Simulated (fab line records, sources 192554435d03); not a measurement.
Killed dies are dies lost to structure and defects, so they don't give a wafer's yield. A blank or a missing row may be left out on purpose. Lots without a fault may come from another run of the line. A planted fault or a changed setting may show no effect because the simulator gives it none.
A struck lot beside a sound one | flow n5_finfet | 34 steps out of a route of 1938
Sound: wafers L917.1, L917.2, L917.6. Struck: wafers L920.3, L920.4, L920.5. The cause comes at the end.
At each step with rows: each side's tool, then ch and its chambers, then its first start. Under that, the readings that differ: sound wafers | struck wafers | difference of the means | sigmas: that difference in standard deviations of wafers without a fault.
alike: readings whose means differ by less than 2 such deviations, and words and numbers that are the same on both sides. not compared: withheld readings, readings that some wafer has no value for, bounds like >300 that may hide the same value, and numbers for which the record gives no deviation and whose values overlap.
The two part at a step that has a row with sigmas, a row that says differs or no value, or rows on one side only. Numbers that don't overlap but have no deviation are shown without sigmas and don't part them. A reading that every wafer of one side lacks parts them only if that side has two wafers or more.

first, 10 steps without rows for these wafers: N5_BEOL_M6_STRIP_36 (strips in N2/H2); N5_BEOL_M6_TRENCH_ETCH_37 (etches SiCOH lowk in C4F6/O2, target depth 94.435 nm, time 31.5 s); N5_BEOL_M6_ETCH_41 (etches SiCN in CH3F/O2, target depth 29.7 nm, time 52 s); N5_BEOL_M6_STRIP_80 (strips in N2/H2, time 10 s); N5_BEOL_M6_HM_STRIP_39 (strips TiN in peroxide tin strip, target depth 25 nm, time 158 s); N5_BEOL_M6_SRD_40 (time 30 s); N5_BEOL_M6_PRECLEAN_42 (cleans in residue remover, time 60 s); N5_BEOL_M6_SRD_43 (time 30 s); N5_BEOL_M6_CURE_75 (cures SiCOH lowk, time 120 s); N5_BEOL_M6_DEGAS_44 (time 60 s).
N5_BEOL_M6_PRE_CLEAN_45: time 30 s.
  sound on pvd_sputter-03, day 10 00:16; struck on pvd_sputter-03, day 10 17:18
  alike: heater_power_w
then, 22 steps without rows for these wafers: N5_BEOL_M6_ALD_77 (deposits TaN, target thk 2 nm, pulse time 2 s, purge time 3 s); N5_BEOL_M6_SURFACE_TREAT_79; N5_BEOL_M6_CVD_78 (deposits Co from CCTBA/H2, target thk 2 nm, time 142.3 s); N5_BEOL_M6_SPUTTER_48 (material Cu, target thk 10 nm, time 1.667 s); N5_BEOL_M6_ECD_50 (material Cu, target thk 300 nm); N5_BEOL_M6_ANNEAL_51 (time 90 s); N5_BEOL_M6_CMP_52 (polishes, stops on SiCOH lowk, t overpolish 6.9 s, target thk 80 nm); N5_BEOL_M6_PRE_CLEAN_55 (time 15 s); N5_BEOL_M6_DEP_56 (deposits SiCN from 3MS/NH3, target thk 10 nm, time 17.5 s); N5_BEOL_M7_ILD_DEP_00 (deposits SiCOH lowk from DEMS/porogen, target thk 179.75 nm, time 33.4 s); N5_BEOL_M7_CURE_74 (cures SiCOH lowk, time 240 s); N5_BEOL_M7_PECVD_70 (deposits SiO2 from TEOS/O2, target thk 20 nm, time 22.7 s); N5_BEOL_M7_HM_DEP_02 (deposits TiN, target thk 20 nm); N5_BEOL_M7_COAT_59 (time 60 s, resist thk 100 nm); N5_BEOL_M7_COAT_60 (time 60 s, resist thk 35 nm); N5_BEOL_M7_COAT_05 (resist thk 90 nm); N5_BEOL_M7_EBR_07; N5_BEOL_M7_SOFTBAKE_06 (time 60 s); N5_BEOL_M7_EXPOSE_08 (exposes mask M7); N5_BEOL_M7_PEB_09 (peb time 60 s); N5_BEOL_M7_DEVELOP_10 (develop time 30 s); N5_BEOL_M7_DESCUM_16 (chemistry O2, time 7.9 s).
-- the record jumps here: 4 days lie between the struck wafers' starts before and after (it left off in module BEOL_M7 and takes up again in module PASSIVATION, whose first step shown is number 1936 of the route) --
N5_PASSIVATION_PROBE_49:
  the record has rows for the struck wafers here (prober-01, day 14 05:33) and none for the sound ones

WHERE THEY PART
Only at N5_PASSIVATION_PROBE_49, within this record.

WHY: what the simulator had put in
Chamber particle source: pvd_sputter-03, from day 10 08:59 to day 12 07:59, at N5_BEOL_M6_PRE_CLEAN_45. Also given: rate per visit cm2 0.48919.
